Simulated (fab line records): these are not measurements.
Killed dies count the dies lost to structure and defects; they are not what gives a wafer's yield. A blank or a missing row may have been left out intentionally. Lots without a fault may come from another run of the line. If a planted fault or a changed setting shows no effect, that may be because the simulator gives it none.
Which tool is to blame? / flow nandHarc / Sampling: 12 lots, 36 wafers, 6 of 1302 route steps

== WHAT THE GAUGES READ, wafer by wafer ==
NHARC_P_M1_INSPECT_27. Usual: rawDefectCount 268, standard deviation 94.
lot=L885; measured=day 6 06:17; on=defectInspect-02; rawDefectCount=180 223 205; flag=
lot=L886; measured=day 6 18:59; on=defectInspect-01; rawDefectCount=269 142 198; flag=
lot=L888; measured=day 7 16:04; on=defectInspect-02; rawDefectCount=220 197 258; flag=
lot=L889; measured=day 8 04:20; on=defectInspect-02; rawDefectCount=198 174 157; flag=
lot=L891; measured=day 9 00:26; on=defectInspect-02; rawDefectCount=288 295 472; flag=
lot=L892; measured=day 9 13:01; on=defectInspect-02; rawDefectCount=248 258 274; flag=
lot=L893; measured=day 9 20:49; on=defectInspect-02; rawDefectCount=192 289 306; flag=
lot=L894; measured=day 10 07:25; on=defectInspect-01; rawDefectCount=182 301 233; flag=
lot=L896; measured=day 11 00:58; on=defectInspect-02; rawDefectCount=304 321 358; flag=
lot=L898; measured=day 12 09:51; on=defectInspect-02; rawDefectCount=183 244 213; flag=
lot=L905; measured=day 14 14:46; on=defectInspect-02; rawDefectCount=530 564 392; flag=
lot=L908; measured=day 15 21:10; on=defectInspect-01; rawDefectCount=347 366 342; flag=

NHARC_P_M2_OVL_MEAS_10: pitch 340 nm. Usual: overlayXNm 0.2 nm, standard deviation 0.92; overlayYNm -0.4 nm, standard deviation 0.81.
lot=L885; measured=day 6 07:46; on=overlay-01; overlayXNm (nm)=-1.1 -1.1 -0.8; overlayYNm (nm)=0.1 0.0 -0.3; flag=
lot=L886; measured=day 6 20:28; on=overlay-01; overlayXNm (nm)=-0.5 -0.2 -0.3; overlayYNm (nm)=0.5 0.8 0.8; flag=
lot=L888; measured=day 7 17:25; on=overlay-01; overlayXNm (nm)=-0.1 0.2 0.4; overlayYNm (nm)=0.4 1.1 0.5; flag=
lot=L889; measured=day 8 05:49; on=overlay-02; overlayXNm (nm)=0.9 1.5 0.9; overlayYNm (nm)=0.3 -0.1 0.1; flag=
lot=L891; measured=day 9 01:54; on=overlay-02; overlayXNm (nm)=-0.6 -0.6 -1.0; overlayYNm (nm)=0.0 -0.1 -0.7; flag=
lot=L892; measured=day 9 14:40; on=overlay-01; overlayXNm (nm)=-1.7 -1.9 -1.6; overlayYNm (nm)=-0.8 -1.2 -1.4; flag=
lot=L893; measured=day 10 03:23; on=overlay-01; overlayXNm (nm)=-0.7 -1.0 -0.8; overlayYNm (nm)=0.2 0.2 0.0; flag=
lot=L894; measured=day 10 08:53; on=overlay-01; overlayXNm (nm)=1.1 1.7 0.8; overlayYNm (nm)=-0.6 0.1 -0.1; flag=
lot=L896; measured=day 11 02:26; on=overlay-01; overlayXNm (nm)=0.9 0.9 1.1; overlayYNm (nm)=-0.8 -0.9 -0.9; flag=
lot=L898; measured=day 12 11:14; on=overlay-02; overlayXNm (nm)=45.5 45.7 45.5; overlayYNm (nm)=0.7 1.0 0.4; flag=OFF
lot=L905; measured=day 14 16:16; on=overlay-02; overlayXNm (nm)=-0.8 -0.4 -0.8; overlayYNm (nm)=-2.4 -2.4 -1.6; flag=
lot=L908; measured=day 15 22:39; on=overlay-01; overlayXNm (nm)=0.0 0.4 0.3; overlayYNm (nm)=0.2 0.3 -0.2; flag=

NHARC_P_M2_INSPECT_11. Usual: rawDefectCount 5, standard deviation 3.1.
lot=L885; measured=day 6 07:48; on=defectInspect-02; rawDefectCount=4 2 4; flag=
lot=L886; measured=day 6 20:31; on=defectInspect-02; rawDefectCount=6 2 3; flag=
lot=L888; measured=day 7 17:27; on=defectInspect-02; rawDefectCount=3 4 8; flag=
lot=L889; measured=day 8 05:51; on=defectInspect-01; rawDefectCount=11 14 16; flag=
lot=L891; measured=day 9 01:56; on=defectInspect-01; rawDefectCount=7 2 4; flag=
lot=L892; measured=day 9 14:43; on=defectInspect-01; rawDefectCount=6 4 7; flag=
lot=L893; measured=day 10 03:25; on=defectInspect-02; rawDefectCount=3 4 2; flag=
lot=L894; measured=day 10 08:55; on=defectInspect-02; rawDefectCount=3 3 5; flag=
lot=L896; measured=day 11 02:29; on=defectInspect-01; rawDefectCount=6 3 8; flag=
lot=L898; measured=day 12 11:16; on=defectInspect-02; rawDefectCount=5 4 5; flag=
lot=L905; measured=day 14 16:18; on=defectInspect-02; rawDefectCount=3 2 6; flag=
lot=L908; measured=day 15 22:41; on=defectInspect-01; rawDefectCount=12 5 0; flag=

NHARC_END_SORT_01. Usual: defectLimitedYield is 91.2 % with standard deviation 2.5, killedAtArray is 55 with standard deviation 17, killedAtOther is 1.1 with standard deviation 1.4, killedAtPeriphery is 3.9 with standard deviation 3, killedDies is 59 with standard deviation 17, killedOpen is 3.5 with standard deviation 2, and killedShort is 2.6 with standard deviation 1.6.
lot=L885; measured=day 24 21:41; on=prober-01; defectLimitedYield (%)=89.1 90.1 90.0; killedAtArray=70 62 62; killedAtOther=0 1 0; killedAtPeriphery=4 4 6; killedDies=74 67 68; killedOpen=4 2 5; killedShort=4 3 2; flag=
lot=L886; measured=day 25 07:08; on=prober-01; defectLimitedYield (%)=91.0 91.0 91.9; killedAtArray=57 60 54; killedAtOther=0 0 0; killedAtPeriphery=4 1 1; killedDies=61 61 55; killedOpen=5 1 1; killedShort=5 1 2; flag=
lot=L888; measured=day 25 15:58; on=prober-01; defectLimitedYield (%)=92.0 94.1 95.1; killedAtArray=51 38 28; killedAtOther=0 0 0; killedAtPeriphery=3 2 5; killedDies=54 40 33; killedOpen=5 2 2; killedShort=3 3 0; flag=
lot=L898; measured=day 30 08:51; on=prober-01; defectLimitedYield (%)=88.8 91.4 90.8; killedAtArray=74 56 59; killedAtOther=0 0 1; killedAtPeriphery=2 2 2; killedDies=76 58 62; killedOpen=9 3 4; killedShort=3 3 2; flag=
lot=L908; measured=day 33 20:11; on=prober-02; defectLimitedYield (%)=90.3 91.4 91.3; killedAtArray=61 53 54; killedAtOther=0 2 2; killedAtPeriphery=5 3 3; killedDies=66 58 59; killedOpen=5 4 3; killedShort=1 1 3; flag=

== WHAT TOOL EACH LOT RAN ON (gives the tool, then ch and the chambers of the sampled wafers, and finally the start) ==
lot=L885; NHARC_P_M1_ETCH_15=rieDiel-05 ch 0,1,2, day 6 06:17 or earlier; NHARC_P_M2_EXPOSE_06=arfiScanner-03 ch 0, day 6 07:32
lot=L886; NHARC_P_M1_ETCH_15=rieDiel-02 ch 0,2,3, day 6 18:59 or earlier; NHARC_P_M2_EXPOSE_06=arfiScanner-01 ch 0, day 6 20:16
lot=L888; NHARC_P_M1_ETCH_15=rieDiel-05 ch 0,1,3, day 7 16:04 or earlier; NHARC_P_M2_EXPOSE_06=arfiScanner-01 ch 0, day 7 17:11
lot=L889; NHARC_P_M1_ETCH_15=rieDiel-02 ch 0,1,3, day 8 04:20 or earlier; NHARC_P_M2_EXPOSE_06=arfiScanner-03 ch 0, day 8 05:35
lot=L891; NHARC_P_M1_ETCH_15=rieDiel-05 ch 0,1,2, day 9 00:26 or earlier; NHARC_P_M2_EXPOSE_06=arfiScanner-03 ch 0, day 9 01:40
lot=L892; NHARC_P_M1_ETCH_15=rieDiel-05 ch 0,1,2, day 9 13:01 or earlier; NHARC_P_M2_EXPOSE_06=arfiScanner-02 ch 0, day 9 14:26
lot=L893; NHARC_P_M1_ETCH_15=rieDiel-12 ch 0,1,3, day 9 20:49 or earlier; NHARC_P_M2_EXPOSE_06=arfiScanner-03 ch 0, day 10 03:08
lot=L894; NHARC_P_M1_ETCH_15=rieDiel-05 ch 0,1, day 10 07:25 or earlier; NHARC_P_M2_EXPOSE_06=arfiScanner-01 ch 0, day 10 08:40
lot=L896; NHARC_P_M1_ETCH_15=rieDiel-02 ch 0,2,3, day 11 00:58 or earlier; NHARC_P_M2_EXPOSE_06=arfiScanner-02 ch 0, day 11 02:13
lot=L898; NHARC_P_M1_ETCH_15=rieDiel-05 ch 2,3, day 12 09:51 or earlier; NHARC_P_M2_EXPOSE_06=arfiScanner-03 ch 0, day 12 11:00
lot=L905; NHARC_P_M1_ETCH_15=rieDiel-02 ch 0,1,3, day 14 14:46 or earlier; NHARC_P_M2_EXPOSE_06=arfiScanner-02 ch 0, day 14 16:02
lot=L908; NHARC_P_M1_ETCH_15=rieDiel-05 ch 0,1,3, day 15 21:10 or earlier; NHARC_P_M2_EXPOSE_06=arfiScanner-01 ch 0, day 15 22:25
- NHARC_P_M1_ETCH_15: etches the open film in C4F8/Ar, target depth 182.5 nm, time 91.2 s.
- NHARC_P_M2_EXPOSE_06: exposes mask P M2, target cd 170 nm.

== AS READ BY THE TOOLS THEMSELVES (means over the sampled wafers that have a number; for cases with no such wafer, the mark the record gives instead) ==
NHARC_P_M1_ETCH_15. Usual: biasW 300.0 W, standard deviation 0.85; chamberPressureMTorr 25.004 mTorr, standard deviation 0.023; oesProductAu 0.959 a.u., standard deviation 0.02; rfVppV 440.0 V, standard deviation 2.9.
lot=L885; tool=rieDiel-05; biasW (W)=300.5; chamberPressureMTorr (mTorr)=24.977; oesProductAu (a.u.)=0.970; rfVppV (V)=442.0; flag=
lot=L886; tool=rieDiel-02; biasW (W)=300.3; chamberPressureMTorr (mTorr)=25.002; oesProductAu (a.u.)=0.961; rfVppV (V)=439.3; flag=
lot=L888; tool=rieDiel-05; biasW (W)=299.7; chamberPressureMTorr (mTorr)=25.002; oesProductAu (a.u.)=0.930; rfVppV (V)=441.9; flag=
lot=L889; tool=rieDiel-02; biasW (W)=300.4; chamberPressureMTorr (mTorr)=24.988; oesProductAu (a.u.)=0.974; rfVppV (V)=439.9; flag=
lot=L891; tool=rieDiel-05; biasW (W)=299.9; chamberPressureMTorr (mTorr)=25.010; oesProductAu (a.u.)=0.954; rfVppV (V)=441.6; flag=
lot=L892; tool=rieDiel-05; biasW (W)=300.2; chamberPressureMTorr (mTorr)=24.990; oesProductAu (a.u.)=0.971; rfVppV (V)=441.5; flag=
lot=L893; tool=rieDiel-12; biasW (W)=300.2; chamberPressureMTorr (mTorr)=25.025; oesProductAu (a.u.)=0.973; rfVppV (V)=440.7; flag=
lot=L894; tool=rieDiel-05; biasW (W)=299.4; chamberPressureMTorr (mTorr)=25.000; oesProductAu (a.u.)=0.925; rfVppV (V)=444.1; flag=
lot=L896; tool=rieDiel-02; biasW (W)=300.0; chamberPressureMTorr (mTorr)=25.010; oesProductAu (a.u.)=0.972; rfVppV (V)=437.7; flag=
lot=L898; tool=rieDiel-05; biasW (W)=299.6; chamberPressureMTorr (mTorr)=24.998; oesProductAu (a.u.)=0.954; rfVppV (V)=438.1; flag=
lot=L905; tool=rieDiel-02; biasW (W)=299.3; chamberPressureMTorr (mTorr)=25.013; oesProductAu (a.u.)=0.925; rfVppV (V)=440.1; flag=
lot=L908; tool=rieDiel-05; biasW (W)=299.6; chamberPressureMTorr (mTorr)=25.001; oesProductAu (a.u.)=0.971; rfVppV (V)=442.9; flag=

NHARC_P_M2_EXPOSE_06. Usual: stageVelMmS 499.96 mm/s, standard deviation 0.26.
lot=L885; tool=arfiScanner-03; stageVelMmS (mm/s)=499.55; flag=
lot=L886; tool=arfiScanner-01; stageVelMmS (mm/s)=499.87; flag=
lot=L888; tool=arfiScanner-01; stageVelMmS (mm/s)=499.86; flag=
lot=L889; tool=arfiScanner-03; stageVelMmS (mm/s)=499.92; flag=
lot=L891; tool=arfiScanner-03; stageVelMmS (mm/s)=499.66; flag=
lot=L892; tool=arfiScanner-02; stageVelMmS (mm/s)=500.04; flag=
lot=L893; tool=arfiScanner-03; stageVelMmS (mm/s)=500.03; flag=
lot=L894; tool=arfiScanner-01; stageVelMmS (mm/s)=500.17; flag=
lot=L896; tool=arfiScanner-02; stageVelMmS (mm/s)=500.25; flag=
lot=L898; tool=arfiScanner-03; stageVelMmS (mm/s)=500.24; flag=
lot=L905; tool=arfiScanner-02; stageVelMmS (mm/s)=500.24; flag=
lot=L908; tool=arfiScanner-01; stageVelMmS (mm/s)=500.01; flag=

== THE ANSWER, worked out from the rows above alone ==
Rule: lot off if the mean of its wafers having a number is beyond 3 standard deviations from the usual mean. Also off: a lot with no number at a reading for which 4 or more lots have one. Any other lot the step has rows for is counted as sound. The gauges are gone through in route order, then the tools' own readings, and for those a lot's mean is taken as printed above. At the first step where some lot is off, the reading lying furthest off is the one used; lots without a number count as furthest.
Off: L898 (NHARC_P_M2_OVL_MEAS_10, overlayXNm).
A tool fits if, at a process step before that reading, it ran every lot that is off, and no sound lot after the first of them. The gauges at NHARC_P_M2_OVL_MEAS_10 are tried like those tools. Because NHARC_P_M1_ETCH_15 lacks a start for some lots, the hours and order of its lots are taken from NHARC_P_M1_INSPECT_27. One fits: arfiScanner-03 at NHARC_P_M2_EXPOSE_06. Its last sound lot is L893 (day 10 03:08), its first lot that is off L898 (day 12 11:00): a fault that began between those two fits.

== WHAT THE SIMULATOR HAD PUT IN ==
Scanner matching overlay: arfiScanner-03, from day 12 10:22 on, at NHARC_P_M2_EXPOSE_06. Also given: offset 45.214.
Lots struck among those shown: L898. The rule above reached the same finding.
